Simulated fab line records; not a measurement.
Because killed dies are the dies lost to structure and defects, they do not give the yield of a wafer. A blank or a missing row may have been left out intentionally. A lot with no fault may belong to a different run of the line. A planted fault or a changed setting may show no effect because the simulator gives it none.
Which tool did it? ; flow nand_harc ; 30 wafers from 10 lots sampled at 6 of the route's 1302 steps

WHAT THE GAUGES READ, wafer by wafer
NHARC_P_M0_CD_MEAS_09: target cd 90 nm. Usual: cd_nm 90.3 nm, standard deviation 0.62.
lot;measured;on;cd_nm (nm);flag
L685;day 6 06:11;cd_sem-01;90.1 90.8 90.6;
L690;day 8 04:22;cd_sem-01;90.6 89.7 89.8;
L691;day 8 16:06;cd_sem-02;90.0 90.8 90.9;
L692;day 8 18:19;cd_sem-03;90.6 90.7 90.2;
L696;day 10 16:28;cd_sem-03;90.4 90.7 91.5;
L697;day 10 22:19;cd_sem-01;100.4 99.2 99.3;OFF
L700;day 12 04:57;cd_sem-03;98.5 98.8 98.9;OFF
L703;day 13 21:07;cd_sem-01;90.5 90.1 89.9;
L707;day 15 06:23;cd_sem-01;90.1 89.6 89.7;
L708;day 15 18:39;cd_sem-03;89.0 89.9 88.8;

NHARC_P_M0_INSPECT_11. Usual: raw_defect_count 4.9, standard deviation 2.6.
lot;measured;on;raw_defect_count;flag
L685;day 6 06:18;defect_inspect-01;10 6 11;
L690;day 8 04:29;defect_inspect-02;7 4 3;
L691;day 8 16:13;defect_inspect-01;6 6 2;
L692;day 8 18:27;defect_inspect-01;7 3 6;
L696;day 10 16:35;defect_inspect-01;5 10 6;
L697;day 10 22:26;defect_inspect-02;3 1 3;
L700;day 12 05:05;defect_inspect-02;4 0 1;
L703;day 13 21:14;defect_inspect-01;5 7 3;
L707;day 15 06:30;defect_inspect-02;5 3 1;
L708;day 15 18:46;defect_inspect-02;2 5 1;

NHARC_END_SORT_01. Usual: defect_limited_yield 92.0 %, standard deviation 2.8; killed_at_array 49, standard deviation 19; killed_at_other 0.9, standard deviation 1.1; killed_at_periphery 4.0, standard deviation 2.7; killed_dies 54, standard deviation 19; killed_open 3.3, standard deviation 1.8; killed_short 2.6, standard deviation 1.6; sort_bin_2_pct 2.9 %, standard deviation 1.2; sort_bin_3_pct 0.5 %, standard deviation 0.36; sort_bin_4_pct 4.6 %, standard deviation 1.5; sort_n_pass 623, standard deviation 19; sort_rim_yield_pct 91 %, standard deviation 4.7; sort_yield_pct 92.0 %, standard deviation 2.8.
lot;measured;on;defect_limited_yield (%);killed_at_array;killed_at_other;killed_at_periphery;killed_dies;killed_open;killed_short;sort_bin_2_pct (%);sort_bin_3_pct (%);sort_bin_4_pct (%);sort_n_pass;sort_rim_yield_pct (%);sort_yield_pct (%);flag
L690;day 26 15:52;prober-01;97.0 94.4 96.9;19 33 18;0 0 0;1 5 3;20 38 21;2 8 4;2 5 1;1.0 1.8 0.7;0 0.3 0;1.9 3.5 2.4;657 639 656;91 95 97;97.0 94.4 96.9;
L696;day 28 22:21;prober-02;93.4 92.8 95.0;39 40 31;2 0 0;4 9 3;45 49 34;2 2 3;3 1 0;2.1 2.7 1.6;0.3 0.4 0.4;4.3 4.1 3.0;632 628 643;91 93 94;93.4 92.8 95.0;
L697;day 29 14:22;prober-02;91.0 91.7 93.6;59 51 39;1 3 1;1 2 3;61 56 43;5 4 4;3 1 1;2.2 2.4 1.8;0.6 0.6 0.4;6.2 5.3 4.1;616 621 634;94 89 92;91.0 91.7 93.6;
L700;day 31 02:34;prober-02;95.6 96.2 94.8;26 25 30;0 0 1;4 1 4;30 26 35;2 2 5;6 3 5;1.6 0.9 2.1;0.3 0.3 0;2.5 2.7 3.1;647 651 642;93 98 96;95.6 96.2 94.8;

WHICH TOOL RAN EACH LOT (tool, then ch and the chambers of the sampled wafers, then the start)
lot;NHARC_P_CONTACT_ETCH_31;NHARC_P_CONTACT_STRIP_28;NHARC_P_M0_PEB_07
L685;rie_diel-12 ch 0,2,3, day 6 03:08 or earlier;rie_diel-02 ch 0,1,3, day 6 03:08;litho_track-06 ch 0, day 6 06:06
L690;rie_diel-07 ch 1,3, day 8 01:20 or earlier;rie_diel-12 ch 0,1,2, day 8 01:20;litho_track-01 ch 0, day 8 04:17
L691;rie_diel-12 ch 1,2,3, day 8 13:02 or earlier;rie_diel-02 ch 1,2,3, day 8 13:02;litho_track-04 ch 0, day 8 16:01
L692;rie_diel-07 ch 0,1,2, day 8 15:18 or earlier;rie_diel-12 ch 0,2,3, day 8 15:18;litho_track-06 ch 0, day 8 18:14
L696;rie_diel-02 ch 0,1, day 10 13:17 or earlier;rie_diel-07 ch 0,3, day 10 13:17;litho_track-06 ch 0, day 10 16:23
L697;rie_diel-12 ch 0,2,3, day 10 19:11 or earlier;rie_diel-07 ch 0,1,3, day 10 19:11;litho_track-06 ch 0, day 10 22:14
L700;rie_diel-07 ch 0,1,3, day 12 01:53 or earlier;rie_diel-07 ch 0,1,3, day 12 01:53;litho_track-06 ch 0, day 12 04:52
L703;rie_diel-12 ch 0,2,3, day 13 18:04 or earlier;rie_diel-07 ch 0,1,3, day 13 18:04;litho_track-04 ch 0, day 13 21:02
L707;rie_diel-07 ch 0,1,3, day 15 03:29 or earlier;rie_diel-02 ch 1,2,3, day 15 03:29;litho_track-01 ch 0, day 15 06:18
L708;rie_diel-12 ch 1,2, day 15 15:28 or earlier;rie_diel-02 ch 0,3, day 15 15:28;litho_track-04 ch 0, day 15 18:34
- NHARC_P_CONTACT_ETCH_31: etches the open film in CH3F/O2, target depth 30 nm, time 85.7 s.
- NHARC_P_CONTACT_STRIP_28: strips in O2.
- NHARC_P_M0_PEB_07: peb time 65 s.

AS READ BY THE TOOLS THEMSELVES (means over the sampled wafers that have a number; for cases with no such wafer, the mark the record gives instead)
NHARC_P_CONTACT_ETCH_31. Usual: drypump_motor_current_A 5.7 A, standard deviation 0.46; o2_flow_sccm 30.00 sccm, standard deviation 0.084; oes_product_au 0.978 a.u., standard deviation 0.013; rf_vpp_V 245.2 V, standard deviation 1.4; showerhead_plenum_p_Torr 2.52 Torr, standard deviation 0.081; throttle_valve_pct 20.663 %, standard deviation 0.009.
lot;tool;drypump_motor_current_A (A);o2_flow_sccm (sccm);oes_product_au (a.u.);rf_vpp_V (V);showerhead_plenum_p_Torr (Torr);throttle_valve_pct (%);flag
L685;rie_diel-12;5.5;30.03;0.980;244.8;2.51;20.669;
L690;rie_diel-07;5.7;30.12;0.988;246.5;2.54;20.662;
L691;rie_diel-12;5.6;30.05;0.982;245.0;2.47;20.662;
L692;rie_diel-07;5.7;29.97;0.981;245.1;2.52;20.662;
L696;rie_diel-02;5.7;30.02;0.989;245.4;2.52;20.672;
L697;rie_diel-12;5.5;29.92;0.991;245.0;2.51;20.660;
L700;rie_diel-07;5.6;30.03;0.995;245.6;2.56;20.659;
L703;rie_diel-12;5.5;29.96;0.975;245.6;2.51;20.657;
L707;rie_diel-07;5.6;29.97;0.971;244.8;2.56;20.663;
L708;rie_diel-12;5.7;29.98;0.971;244.1;2.46;20.664;

NHARC_P_CONTACT_STRIP_28. Usual: drypump_motor_current_A 5.8 A, standard deviation 0.43; o2_flow_sccm 500.0 sccm, standard deviation 1.5; oes_product_au 1.001 a.u., standard deviation 0.0075; rf_vpp_V 58.1 V, standard deviation 0.97; showerhead_plenum_p_Torr 3.61 Torr, standard deviation 0.11; throttle_valve_pct 17.038 %, standard deviation 0.0084.
lot;tool;drypump_motor_current_A (A);o2_flow_sccm (sccm);oes_product_au (a.u.);rf_vpp_V (V);showerhead_plenum_p_Torr (Torr);throttle_valve_pct (%);flag
L685;rie_diel-02;5.7;500.9;0.998;57.8;3.64;17.043;
L690;rie_diel-12;5.6;500.9;1.002;57.7;3.57;17.036;
L691;rie_diel-02;5.9;501.5;0.995;59.5;3.69;17.037;
L692;rie_diel-12;5.5;501.0;1.001;58.2;3.59;17.045;
L696;rie_diel-07;5.7;499.6;0.995;58.3;3.64;17.041;
L697;rie_diel-07;5.6;500.0;1.003;59.3;3.67;17.037;
L700;rie_diel-07;5.6;498.6;0.998;58.4;3.67;17.037;
L703;rie_diel-07;5.6;499.3;0.992;58.7;3.67;17.046;
L707;rie_diel-02;5.9;500.8;1.001;58.4;3.69;17.039;
L708;rie_diel-02;5.7;501.0;1.007;58.6;3.59;17.042;

NHARC_P_M0_PEB_07. Usual: heater_power_total_W 156.6 W, standard deviation 0.43; plate_temp_C 99.99 C, standard deviation 0.15.
lot;tool;heater_power_total_W (W);plate_temp_C (C);flag
L685;litho_track-06;156.3;99.86;
L690;litho_track-01;156.9;100.01;
L691;litho_track-04;156.5;100.25;
L692;litho_track-06;156.7;100.21;
L696;litho_track-06;156.7;99.80;
L697;litho_track-06;162.0;102.40;OFF
L700;litho_track-06;162.3;102.67;OFF
L703;litho_track-04;156.4;99.97;
L707;litho_track-01;156.5;99.98;
L708;litho_track-04;156.6;99.93;

THE ANSWER, worked out from the rows above alone
Rule: a lot is off if the mean of its wafers that have a number lies more than 3 standard deviations from the usual mean. A lot without any number at a reading at which 4 lots or more have one is off too. All remaining lots with rows at the step are treated as sound. Order of review: gauges by route order, followed by the tools' own readings, for which a lot's mean as printed above is used. At the first step where some lot is off, the reading lying furthest off is the one used; lots without a number count as furthest.
Off: L697, L700, at NHARC_P_M0_CD_MEAS_09 (cd_nm).
A tool fits if, at a process step before that reading, it ran every lot that is off, and no sound lot after the first of them. Not tried: the gauges at NHARC_P_M0_CD_MEAS_09; whatever is off there is also off at NHARC_P_M0_PEB_07, on other tools, and gauge error can't account for it. With no start given for some of its lots, NHARC_P_CONTACT_ETCH_31 uses the hours and lot order of NHARC_P_CONTACT_STRIP_28. One candidate fits, namely litho_track-06 at NHARC_P_M0_PEB_07. Its last sound lot is L696 (day 10 16:23), its first lot that is off L697 (day 10 22:14): a fault that began between those two fits.
The tool's own readings at NHARC_P_M0_PEB_07 bear it out: on the lots that are off they differ by more than 5 times the standard deviation of the sound lots' means. heater_power_total_W reads 162.2 W there against 156.6 W on the sound lots; plate_temp_C reads 102.53 C there against 100.00 C on the sound lots.

WHAT THE SIMULATOR HAD INSERTED
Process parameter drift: litho_track-06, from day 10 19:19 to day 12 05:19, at NHARC_P_M0_PEB_07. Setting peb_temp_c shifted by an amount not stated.
Struck lots among those shown: L697, L700. The same result came from the rule above.
